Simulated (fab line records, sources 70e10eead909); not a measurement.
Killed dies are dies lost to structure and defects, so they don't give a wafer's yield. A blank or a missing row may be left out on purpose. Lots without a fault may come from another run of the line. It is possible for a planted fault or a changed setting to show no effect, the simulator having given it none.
fab line records / flow nand-harc
record: lots: 14 wafers: 42 last-day: 25
route steps=1159 shown A_CONTACT@948 A_BONDPAD@1082 END@1159
lots untouched by any fault: they come from a run of this same line in which no faults occurred
start-h: the number of hours between the record's first day and the start of the first shown wafer of the lot / wait-h: hours since the lot's step before / " as in the row above / L1.1+2: one row covering several wafers at once / - either no value or no given start / * or withheld: withheld / < > ~ a bound
route shown NAME@n: a module of which the file shows steps, and the number in the route of the first / usual: mean and standard deviation over wafers with no fault / same: alike in all rows / chamber/n: place in a boat / sites: the reading at each site / _std_site: the values' standard deviation / _edge_site: inner sites' mean taken away from outer sites' mean / radius-mm: for every site, how far away it sits from the centre of the wafer / mask NAME#n: copy n / behind: the most recent tool/chamber to have shaped the wafer / hold: reason for holding the lot/hours on hold/outcome of the hold / device: whichever transistor did not switch (one of n, p or np) / end of line: at the end of the route, the tests of the same wafers / where a step has no rows: the recipe by itself / killed: dies lost to structure and defects at the first sort, not the wafer's yield / map: the dies of a wafer, with x for killed, . for not killed, _ for no die there
set.NAME: the run value of the setting; set.NAME@STEP: its run value at that earlier step / model.NAME: the simulator's own value behind a step, which no gauge read
route steps across a sampled set of lots; one table per step, one row per wafer
services: when a tool's chamber went out of use (start-h, in hours from the record's first day, below 0 if earlier), for how many hours, and the reason
== steps ==
step: NHARC_A_CONTACT_ETCH_139
recipe: source-w: withheld pressure-mtorr: 20 bias-v: 400 time-s: 137 target-depth-a: 5900 ar-flow-sccm: withheld c4f8-flow-sccm: 11.5 o2-flow-sccm: 7.2 chemistry: C4F8/O2/Ar
lot.wafer=L414.2 tool=har-cap-etch-03 chamber=0 start-h=395.77 wait-h=0.1 rf-hours-counter-h=87
lot.wafer=L414.1 tool=har-cap-etch-03 chamber=1 start-h=395.77 wait-h=0.1 rf-hours-counter-h=87
lot.wafer=L414.4 tool=har-cap-etch-03 chamber=0 start-h=395.77 wait-h=0.1 rf-hours-counter-h=-
lot.wafer=L417.4 tool=har-cap-etch-01 chamber=1 start-h=423.65 wait-h=0.1 rf-hours-counter-h=-
lot.wafer=L417.3 tool=har-cap-etch-01 chamber=0 start-h=423.65 wait-h=0.1 rf-hours-counter-h=-
lot.wafer=L417.5 tool=har-cap-etch-01 chamber=1 start-h=423.65 wait-h=0.1 rf-hours-counter-h=-
lot.wafer=L420.2 tool=har-cap-etch-02 chamber=0 start-h=429.90 wait-h=0.1 rf-hours-counter-h=22
lot.wafer=L420.3 tool=har-cap-etch-02 chamber=0 start-h=429.90 wait-h=0.1 rf-hours-counter-h=-
lot.wafer=L420.4 tool=har-cap-etch-02 chamber=1 start-h=429.90 wait-h=0.1 rf-hours-counter-h=-
lot.wafer=L423.1 tool=har-cap-etch-02 chamber=1 start-h=434.79 wait-h=0.1 rf-hours-counter-h=23
lot.wafer=L423.4 tool=har-cap-etch-02 chamber=1 start-h=434.79 wait-h=0.1 rf-hours-counter-h=-
lot.wafer=L423.6 tool=har-cap-etch-02 chamber=0 start-h=434.79 wait-h=0.1 rf-hours-counter-h=-
lot.wafer=L426.1 tool=har-cap-etch-01 chamber=0 start-h=460.19 wait-h=0.1 rf-hours-counter-h=73
lot.wafer=L426.3 tool=har-cap-etch-01 chamber=1 start-h=460.19 wait-h=0.1 rf-hours-counter-h=-
lot.wafer=L426.5 tool=har-cap-etch-01 chamber=1 start-h=460.19 wait-h=0.1 rf-hours-counter-h=-
lot.wafer=L425.1 tool=har-cap-etch-03 chamber=0 start-h=476.01 wait-h=0.1 rf-hours-counter-h=101
lot.wafer=L425.5 tool=har-cap-etch-03 chamber=1 start-h=476.01 wait-h=0.1 rf-hours-counter-h=-
lot.wafer=L425.6 tool=har-cap-etch-03 chamber=0 start-h=476.01 wait-h=0.1 rf-hours-counter-h=-
lot.wafer=L430.1 tool=har-cap-etch-03 chamber=1 start-h=484.70 wait-h=0.1 rf-hours-counter-h=103
lot.wafer=L430.4 tool=har-cap-etch-03 chamber=1 start-h=484.70 wait-h=0.1 rf-hours-counter-h=-
lot.wafer=L430.3 tool=har-cap-etch-03 chamber=0 start-h=484.70 wait-h=0.1 rf-hours-counter-h=-
lot.wafer=L429.2 tool=har-cap-etch-02 chamber=1 start-h=490.14 wait-h=0.1 rf-hours-counter-h=32
lot.wafer=L429.1 tool=har-cap-etch-02 chamber=0 start-h=490.14 wait-h=0.1 rf-hours-counter-h=32
lot.wafer=L429.6 tool=har-cap-etch-02 chamber=0 start-h=490.14 wait-h=0.1 rf-hours-counter-h=-
lot.wafer=L432.4 tool=har-cap-etch-01 chamber=1 start-h=490.68 wait-h=0.2 rf-hours-counter-h=-
lot.wafer=L432.6 tool=har-cap-etch-01 chamber=0 start-h=490.68 wait-h=0.2 rf-hours-counter-h=-
lot.wafer=L432.5 tool=har-cap-etch-01 chamber=1 start-h=490.68 wait-h=0.2 rf-hours-counter-h=-
lot.wafer=L431.2 tool=har-cap-etch-03 chamber=1 start-h=491.32 wait-h=0.1 rf-hours-counter-h=103
lot.wafer=L431.4 tool=har-cap-etch-03 chamber=1 start-h=491.32 wait-h=0.1 rf-hours-counter-h=-
lot.wafer=L431.5 tool=har-cap-etch-03 chamber=1 start-h=491.32 wait-h=0.1 rf-hours-counter-h=-
lot.wafer=L433.4 tool=har-cap-etch-02 chamber=1 start-h=520.00 wait-h=0.1 rf-hours-counter-h=-
lot.wafer=L433.3 tool=har-cap-etch-02 chamber=0 start-h=520.00 wait-h=0.1 rf-hours-counter-h=-
lot.wafer=L433.5 tool=har-cap-etch-02 chamber=1 start-h=520.00 wait-h=0.1 rf-hours-counter-h=-
lot.wafer=L434.2 tool=har-cap-etch-01 chamber=1 start-h=523.87 wait-h=0.2 rf-hours-counter-h=84
lot.wafer=L434.1 tool=har-cap-etch-01 chamber=0 start-h=523.87 wait-h=0.2 rf-hours-counter-h=84
lot.wafer=L434.4 tool=har-cap-etch-01 chamber=0 start-h=523.87 wait-h=0.2 rf-hours-counter-h=-
lot.wafer=L435.3 tool=har-cap-etch-03 chamber=0 start-h=527.65 wait-h=0.1 rf-hours-counter-h=-
lot.wafer=L435.5 tool=har-cap-etch-03 chamber=0 start-h=527.65 wait-h=0.1 rf-hours-counter-h=-
lot.wafer=L435.6 tool=har-cap-etch-03 chamber=1 start-h=527.65 wait-h=0.1 rf-hours-counter-h=-
lot.wafer=L436.1 tool=har-cap-etch-02 chamber=1 start-h=532.24 wait-h=0.1 rf-hours-counter-h=40
lot.wafer=L436.6 tool=har-cap-etch-02 chamber=1 start-h=532.24 wait-h=0.1 rf-hours-counter-h=-
lot.wafer=L436.5 tool=har-cap-etch-02 chamber=0 start-h=532.24 wait-h=0.1 rf-hours-counter-h=-
step: NHARC_A_BONDPAD_DEGAS_25
recipe: temp-c: 300 time-s: 60
usual: heater-power-w: 480/39
lot.wafer=L414.1 tool=pvd-sputter-02 chamber=- start-h=415.88 wait-h=- heater-power-w=482
lot.wafer=L414.2 tool=pvd-sputter-02 chamber=- start-h=415.88 wait-h=- heater-power-w=531
lot.wafer=L414.4 tool=pvd-sputter-02 chamber=- start-h=415.88 wait-h=- heater-power-w=506
lot.wafer=L417.4 tool=pvd-sputter-03 chamber=- start-h=441.08 wait-h=- heater-power-w=455
lot.wafer=L417.3 tool=pvd-sputter-03 chamber=- start-h=441.08 wait-h=- heater-power-w=461
lot.wafer=L417.5 tool=pvd-sputter-03 chamber=- start-h=441.08 wait-h=- heater-power-w=516
lot.wafer=L420.2 tool=pvd-sputter-03 chamber=- start-h=455.77 wait-h=- heater-power-w=520
lot.wafer=L420.3 tool=pvd-sputter-03 chamber=- start-h=455.77 wait-h=- heater-power-w=460
lot.wafer=L420.4 tool=pvd-sputter-03 chamber=- start-h=455.77 wait-h=- heater-power-w=528
lot.wafer=L423.1 tool=pvd-sputter-01 chamber=- start-h=461.63 wait-h=- heater-power-w=422
lot.wafer=L423.4 tool=pvd-sputter-01 chamber=- start-h=461.63 wait-h=- heater-power-w=437
lot.wafer=L423.6 tool=pvd-sputter-01 chamber=- start-h=461.63 wait-h=- heater-power-w=429
lot.wafer=L426.1 tool=pvd-sputter-02 chamber=- start-h=481.27 wait-h=- heater-power-w=522
lot.wafer=L426.3 tool=pvd-sputter-02 chamber=- start-h=481.27 wait-h=- heater-power-w=480
lot.wafer=L426.5 tool=pvd-sputter-02 chamber=- start-h=481.27 wait-h=- heater-power-w=521
lot.wafer=L425.1 tool=pvd-sputter-03 chamber=- start-h=499.80 wait-h=- heater-power-w=467
lot.wafer=L425.6 tool=pvd-sputter-03 chamber=- start-h=499.80 wait-h=- heater-power-w=550
lot.wafer=L425.5 tool=pvd-sputter-03 chamber=- start-h=499.80 wait-h=- heater-power-w=509
lot.wafer=L430.4 tool=pvd-sputter-03 chamber=- start-h=506.64 wait-h=- heater-power-w=500
lot.wafer=L430.3 tool=pvd-sputter-03 chamber=- start-h=506.64 wait-h=- heater-power-w=456
lot.wafer=L430.1 tool=pvd-sputter-03 chamber=- start-h=506.64 wait-h=- heater-power-w=445
lot.wafer=L429.1 tool=pvd-sputter-02 chamber=- start-h=514.63 wait-h=- heater-power-w=490
lot.wafer=L429.2 tool=pvd-sputter-02 chamber=- start-h=514.63 wait-h=- heater-power-w=462
lot.wafer=L429.6 tool=pvd-sputter-02 chamber=- start-h=514.63 wait-h=- heater-power-w=521
lot.wafer=L432.4 tool=pvd-sputter-03 chamber=- start-h=515.37 wait-h=- heater-power-w=508
lot.wafer=L432.5 tool=pvd-sputter-03 chamber=- start-h=515.37 wait-h=- heater-power-w=477
lot.wafer=L432.6 tool=pvd-sputter-03 chamber=- start-h=515.37 wait-h=- heater-power-w=441
lot.wafer=L431.4 tool=pvd-sputter-02 chamber=- start-h=515.75 wait-h=- heater-power-w=493
lot.wafer=L431.2 tool=pvd-sputter-02 chamber=- start-h=515.75 wait-h=- heater-power-w=482
lot.wafer=L431.5 tool=pvd-sputter-02 chamber=- start-h=515.75 wait-h=- heater-power-w=495
lot.wafer=L433.4 tool=pvd-sputter-02 chamber=- start-h=541.74 wait-h=- heater-power-w=462
lot.wafer=L433.3 tool=pvd-sputter-02 chamber=- start-h=541.74 wait-h=- heater-power-w=515
lot.wafer=L433.5 tool=pvd-sputter-02 chamber=- start-h=541.74 wait-h=- heater-power-w=462
lot.wafer=L435.3 tool=pvd-sputter-02 chamber=- start-h=552.28 wait-h=- heater-power-w=520
lot.wafer=L435.6 tool=pvd-sputter-02 chamber=- start-h=552.28 wait-h=- heater-power-w=520
lot.wafer=L435.5 tool=pvd-sputter-02 chamber=- start-h=552.28 wait-h=- heater-power-w=501
lot.wafer=L434.4 tool=pvd-sputter-03 chamber=- start-h=552.91 wait-h=- heater-power-w=466
lot.wafer=L434.1 tool=pvd-sputter-03 chamber=- start-h=552.91 wait-h=- heater-power-w=436
lot.wafer=L434.2 tool=pvd-sputter-03 chamber=- start-h=552.91 wait-h=- heater-power-w=532
lot.wafer=L436.1 tool=pvd-sputter-02 chamber=- start-h=553.47 wait-h=- heater-power-w=451
lot.wafer=L436.5 tool=pvd-sputter-02 chamber=- start-h=553.47 wait-h=- heater-power-w=477
lot.wafer=L436.6 tool=pvd-sputter-02 chamber=- start-h=553.47 wait-h=- heater-power-w=460
step: NHARC_A_BONDPAD_ANNEAL_28
recipe: temp-c: 225 time-s: 90
usual: anneal-temp-c-max: 226.1/0.43 wafer_temp_C_max: 226.4/0.49
lot.wafer=L414.1 tool=rtp-anneal-01 chamber=0 start-h=416.60 wait-h=- anneal-temp-c-max=225.6 wafer_temp_C_max=227.7
lot.wafer=L414.2 tool=rtp-anneal-01 chamber=0 start-h=416.60 wait-h=- anneal-temp-c-max=225.8 wafer_temp_C_max=227.0
lot.wafer=L414.4 tool=rtp-anneal-01 chamber=0 start-h=416.60 wait-h=- anneal-temp-c-max=225.9 wafer_temp_C_max=226.7
lot.wafer=L417.3 tool=rtp-anneal-01 chamber=0 start-h=441.92 wait-h=0.3 anneal-temp-c-max=225.7 wafer_temp_C_max=226.6
lot.wafer=L417.4 tool=rtp-anneal-01 chamber=0 start-h=441.92 wait-h=0.3 anneal-temp-c-max=225.5 wafer_temp_C_max=226.4
lot.wafer=L417.5 tool=rtp-anneal-01 chamber=0 start-h=441.92 wait-h=0.3 anneal-temp-c-max=225.9 wafer_temp_C_max=226.6
lot.wafer=L420.2 tool=rtp-anneal-01 chamber=0 start-h=456.56 wait-h=- anneal-temp-c-max=226.0 wafer_temp_C_max=226.8
lot.wafer=L420.3 tool=rtp-anneal-01 chamber=0 start-h=456.56 wait-h=- anneal-temp-c-max=225.6 wafer_temp_C_max=226.5
lot.wafer=L420.4 tool=rtp-anneal-01 chamber=0 start-h=456.56 wait-h=- anneal-temp-c-max=226.0 wafer_temp_C_max=226.9
lot.wafer=L423.1 tool=rtp-anneal-01 chamber=0 start-h=462.36 wait-h=- anneal-temp-c-max=225.9 wafer_temp_C_max=226.1
lot.wafer=L423.4 tool=rtp-anneal-01 chamber=0 start-h=462.36 wait-h=- anneal-temp-c-max=225.7 wafer_temp_C_max=226.9
lot.wafer=L423.6 tool=rtp-anneal-01 chamber=0 start-h=462.36 wait-h=- anneal-temp-c-max=225.9 wafer_temp_C_max=226.8
lot.wafer=L426.1 tool=rtp-anneal-02 chamber=0 start-h=482.00 wait-h=- anneal-temp-c-max=226.7 wafer_temp_C_max=225.9
lot.wafer=L426.3 tool=rtp-anneal-02 chamber=0 start-h=482.00 wait-h=- anneal-temp-c-max=226.3 wafer_temp_C_max=225.9
lot.wafer=L426.5 tool=rtp-anneal-02 chamber=0 start-h=482.00 wait-h=- anneal-temp-c-max=227.2 wafer_temp_C_max=225.9
lot.wafer=L425.1 tool=rtp-anneal-01 chamber=0 start-h=500.54 wait-h=0.3 anneal-temp-c-max=225.9 wafer_temp_C_max=226.6
lot.wafer=L425.5 tool=rtp-anneal-01 chamber=0 start-h=500.54 wait-h=0.3 anneal-temp-c-max=225.9 wafer_temp_C_max=226.7
lot.wafer=L425.6 tool=rtp-anneal-01 chamber=0 start-h=500.54 wait-h=0.3 anneal-temp-c-max=225.9 wafer_temp_C_max=226.7
lot.wafer=L430.1 tool=rtp-anneal-01 chamber=0 start-h=507.39 wait-h=- anneal-temp-c-max=225.9 wafer_temp_C_max=227.1
lot.wafer=L430.3 tool=rtp-anneal-01 chamber=0 start-h=507.39 wait-h=- anneal-temp-c-max=225.4 wafer_temp_C_max=227.0
lot.wafer=L430.4 tool=rtp-anneal-01 chamber=0 start-h=507.39 wait-h=- anneal-temp-c-max=226.0 wafer_temp_C_max=227.2
lot.wafer=L429.1 tool=rtp-anneal-01 chamber=0 start-h=515.35 wait-h=- anneal-temp-c-max=226.3 wafer_temp_C_max=226.9
lot.wafer=L429.2 tool=rtp-anneal-01 chamber=0 start-h=515.35 wait-h=- anneal-temp-c-max=226.2 wafer_temp_C_max=227.0
lot.wafer=L429.6 tool=rtp-anneal-01 chamber=0 start-h=515.35 wait-h=- anneal-temp-c-max=225.8 wafer_temp_C_max=226.9
lot.wafer=L432.4 tool=rtp-anneal-02 chamber=0 start-h=516.24 wait-h=- anneal-temp-c-max=226.5 wafer_temp_C_max=225.8
lot.wafer=L432.5 tool=rtp-anneal-02 chamber=0 start-h=516.24 wait-h=- anneal-temp-c-max=226.5 wafer_temp_C_max=225.6
lot.wafer=L432.6 tool=rtp-anneal-02 chamber=0 start-h=516.24 wait-h=- anneal-temp-c-max=226.3 wafer_temp_C_max=225.7
lot.wafer=L431.2 tool=rtp-anneal-02 chamber=0 start-h=516.60 wait-h=- anneal-temp-c-max=225.9 wafer_temp_C_max=225.9
lot.wafer=L431.4 tool=rtp-anneal-02 chamber=0 start-h=516.60 wait-h=- anneal-temp-c-max=226.4 wafer_temp_C_max=226.1
lot.wafer=L431.5 tool=rtp-anneal-02 chamber=0 start-h=516.60 wait-h=- anneal-temp-c-max=226.7 wafer_temp_C_max=226.1
lot.wafer=L433.3 tool=rtp-anneal-01 chamber=0 start-h=542.57 wait-h=- anneal-temp-c-max=225.5 wafer_temp_C_max=226.6
lot.wafer=L433.4 tool=rtp-anneal-01 chamber=0 start-h=542.57 wait-h=- anneal-temp-c-max=225.7 wafer_temp_C_max=227.3
lot.wafer=L433.5 tool=rtp-anneal-01 chamber=0 start-h=542.57 wait-h=- anneal-temp-c-max=225.6 wafer_temp_C_max=227.0
lot.wafer=L435.3 tool=rtp-anneal-02 chamber=0 start-h=553.13 wait-h=- anneal-temp-c-max=226.7 wafer_temp_C_max=225.9
lot.wafer=L435.5 tool=rtp-anneal-02 chamber=0 start-h=553.13 wait-h=- anneal-temp-c-max=226.8 wafer_temp_C_max=225.8
lot.wafer=L435.6 tool=rtp-anneal-02 chamber=0 start-h=553.13 wait-h=- anneal-temp-c-max=226.5 wafer_temp_C_max=226.2
lot.wafer=L434.1 tool=rtp-anneal-01 chamber=0 start-h=553.67 wait-h=0.3 anneal-temp-c-max=225.7 wafer_temp_C_max=227.2
lot.wafer=L434.2 tool=rtp-anneal-01 chamber=0 start-h=553.67 wait-h=0.3 anneal-temp-c-max=225.9 wafer_temp_C_max=227.4
lot.wafer=L434.4 tool=rtp-anneal-01 chamber=0 start-h=553.67 wait-h=0.3 anneal-temp-c-max=225.7 wafer_temp_C_max=226.4
lot.wafer=L436.1 tool=rtp-anneal-01 chamber=0 start-h=554.25 wait-h=- anneal-temp-c-max=226.0 wafer_temp_C_max=226.7
lot.wafer=L436.5 tool=rtp-anneal-01 chamber=0 start-h=554.25 wait-h=- anneal-temp-c-max=225.6 wafer_temp_C_max=226.7
lot.wafer=L436.6 tool=rtp-anneal-01 chamber=0 start-h=554.25 wait-h=- anneal-temp-c-max=225.9 wafer_temp_C_max=226.2
step: NHARC_END_SORT_01
recipe: temp-c: 25
usual: killed-at-array: 28/8.6 killed-at-other: 0.7/1.2 killed-at-periphery: 3.1/2.3 killed-dies: 32/8.7 killed-open: 3.2/1.7 killed-short: 2.0/1.5
same: gross-dies: 677
lot.wafer=L420.2 tool=prober-02 chamber=0 start-h=485.95 wait-h=2.8 killed-at-array=93 killed-at-other=4 killed-at-periphery=6 killed-dies=103 killed-open=0 killed-short=4
lot.wafer=L420.3 tool=prober-02 chamber=0 start-h=486.75 wait-h=3.1 killed-at-array=76 killed-at-other=0 killed-at-periphery=8 killed-dies=84 killed-open=2 killed-short=2
lot.wafer=L420.4 tool=prober-02 chamber=0 start-h=487.54 wait-h=3.4 killed-at-array=115 killed-at-other=2 killed-at-periphery=3 killed-dies=120 killed-open=2 killed-short=2
lot.wafer=L423.1 tool=prober-01 chamber=0 start-h=500.71 wait-h=2.5 killed-at-array=118 killed-at-other=2 killed-at-periphery=4 killed-dies=124 killed-open=6 killed-short=4
lot.wafer=L423.4 tool=prober-01 chamber=0 start-h=503.11 wait-h=3.4 killed-at-array=106 killed-at-other=1 killed-at-periphery=3 killed-dies=110 killed-open=2 killed-short=2
lot.wafer=L423.6 tool=prober-01 chamber=0 start-h=504.72 wait-h=4.0 killed-at-array=80 killed-at-other=1 killed-at-periphery=5 killed-dies=86 killed-open=4 killed-short=2
lot.wafer=L435.3 tool=prober-01 chamber=0 start-h=591.85 wait-h=3.1 killed-at-array=23 killed-at-other=0 killed-at-periphery=6 killed-dies=29 killed-open=2 killed-short=5
lot.wafer=L435.5 tool=prober-01 chamber=0 start-h=593.47 wait-h=3.8 killed-at-array=18 killed-at-other=0 killed-at-periphery=5 killed-dies=23 killed-open=1 killed-short=0
lot.wafer=L435.6 tool=prober-01 chamber=0 start-h=594.28 wait-h=4.1 killed-at-array=26 killed-at-other=0 killed-at-periphery=8 killed-dies=34 killed-open=2 killed-short=0
killed by level:class
L420.2 A_CONTACT:unspecified=64 A_CHANNEL_HOLE_D1:chamber-film-flake=21 A_STAIRCASE:chamber-film-flake=4 THIN_TSV:chamber-film-flake=4 P_STI:chamber-film-flake=2 A_CONTACT:chamber-film-flake=2 P_STI:geometric-particle:short=1 P_GATE:geometric-particle:short=1
L420.3 A_CONTACT:unspecified=56 A_CHANNEL_HOLE_D1:chamber-film-flake=12 P_CONTACT:chamber-film-flake=3 P_GATE:chamber-film-flake=2 A_CHANNEL_FILL_D1:chamber-film-flake=2 A_CONTACT:chamber-film-flake=2 P_CONTACT:geometric-particle:short=1 P_M0:geometric-particle:open=1
L420.4 A_CONTACT:unspecified=92 A_CHANNEL_HOLE_D1:chamber-film-flake=11 A_STAIRCASE:chamber-film-flake=6 THIN_TSV:chamber-film-flake=2 P_STI:chamber-film-flake=2 A_ZERO_WELL:chamber-film-flake=2 P_M0:geometric-particle:open=1 A_SOURCE_PLATE:geometric-particle:short=1
L423.1 A_CONTACT:unspecified=91 A_CHANNEL_HOLE_D1:chamber-film-flake=13 A_BLC:geometric-particle:open=2 P_STI:chamber-film-flake=2 A_ZERO_WELL:chamber-film-flake=2 A_WL_FILL:chamber-film-flake=2 THIN_TSV:chamber-film-flake=2 P_GATE:geometric-particle:open=1
L423.4 A_CONTACT:unspecified=88 A_CHANNEL_HOLE_D1:chamber-film-flake=12 A_STAIRCASE:chamber-film-flake=2 A_WL_FILL:chamber-film-flake=2 P_CONTACT:geometric-particle:short=1 P_CONTACT:geometric-particle:open=1 A_WL_FILL:geometric-particle:short=1 A_BLC:geometric-particle:open=1
L423.6 A_CONTACT:unspecified=59 A_CHANNEL_HOLE_D1:chamber-film-flake=13 P_STI:chamber-film-flake=4 P_M1:geometric-particle:open=1 A_CHANNEL_HOLE_D1:geometric-particle:open=1 A_CHANNEL_FILL_D1:geometric-particle:short=1 A_WL_FILL:geometric-particle:open=1 A_WL_FILL:geometric-particle:short=1
L435.3 A_CHANNEL_HOLE_D1:chamber-film-flake=12 A_CONTACT:chamber-film-flake=3 P_M0:chamber-film-flake=2 P_BONDPAD:chamber-film-flake=2 A_STAIRCASE:chamber-film-flake=2 P_CONTACT:geometric-particle:short=1 A_SOURCE_PLATE:geometric-particle:short=1 A_ONON_D1:geometric-particle:short=1
L435.5 A_CHANNEL_HOLE_D1:chamber-film-flake=7 A_SLIT:chamber-film-flake=5 A_CONTACT:chamber-film-flake=4 P_BONDPAD:geometric-particle:open=1 P_STI:chamber-film-flake=1 P_GATE:chamber-film-flake=1 P_M0:chamber-film-flake=1 P_M2:chamber-film-flake=1
L435.6 A_CHANNEL_HOLE_D1:chamber-film-flake=17 P_M0:chamber-film-flake=4 A_SLIT:chamber-film-flake=4 A_STAIRCASE:chamber-film-flake=2 A_CONTACT:chamber-film-flake=2 P_CONTACT:geometric-particle:open=1 P_M0:geometric-particle:open=1 P_ZERO_WELL:chamber-film-flake=1
== services ==
tool=pvd-sputter-01 chamber=- start-h=379.27 hours=5.1 kind=repair
tool=pvd-sputter-02 chamber=- start-h=388.15 hours=2.2 kind=repair
tool=pvd-sputter-02 chamber=- start-h=392.00 hours=10.0 kind=pm
tool=pvd-sputter-01 chamber=- start-h=415.18 hours=3.1 kind=repair
tool=pvd-sputter-03 chamber=- start-h=426.72 hours=1.4 kind=repair
tool=pvd-sputter-03 chamber=- start-h=458.03 hours=10.0 kind=pm
tool=pvd-sputter-03 chamber=- start-h=489.15 hours=2.4 kind=repair
tool=pvd-sputter-01 chamber=- start-h=514.09 hours=10.0 kind=pm
tool=har-cap-etch-03 chamber=- start-h=545.00 hours=17.0 kind=pm
tool=har-cap-etch-03 chamber=0 start-h=545.00 hours=17.0 kind=vent-cycle
tool=har-cap-etch-03 chamber=1 start-h=545.00 hours=17.0 kind=vent-cycle
tool=pvd-sputter-01 chamber=- start-h=551.68 hours=9.0 kind=repair
== key ==
first-sign: step: NHARC_END_SORT_01 reading: killed-dies direction: up sigmas: 8.3 usual: 32 struck: 104
effect: step: NHARC_END_SORT_01 reading: killed-at-array direction: up sigmas: 8.1 usual: 28 struck: 98
more-kills-born-at: NHARC_A_CONTACT_ETCH_139@har-cap-etch-02: 450
met-at NHARC_A_CONTACT_ETCH_139
struck-lots L420,L423
tester-left-out L420,L423
not-acting-at NHARC_A_BONDPAD_DEGAS_25,NHARC_A_BONDPAD_ANNEAL_28
fault: kind: chamber-particle-source tool: har-cap-etch-02 chamber: - onset-h: 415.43 steps: NHARC_A_CONTACT_ETCH_139 rate-per-visit-cm2: 1.0102 end-h: 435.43
tester-left-out: of these lots the tester's yield and bins aren't shown, on N5 and GAA mostly nor the transistor test; their killed dies are dies lost to structure and defects alone, not to doping, threshold or leakage, so they don't give the yield
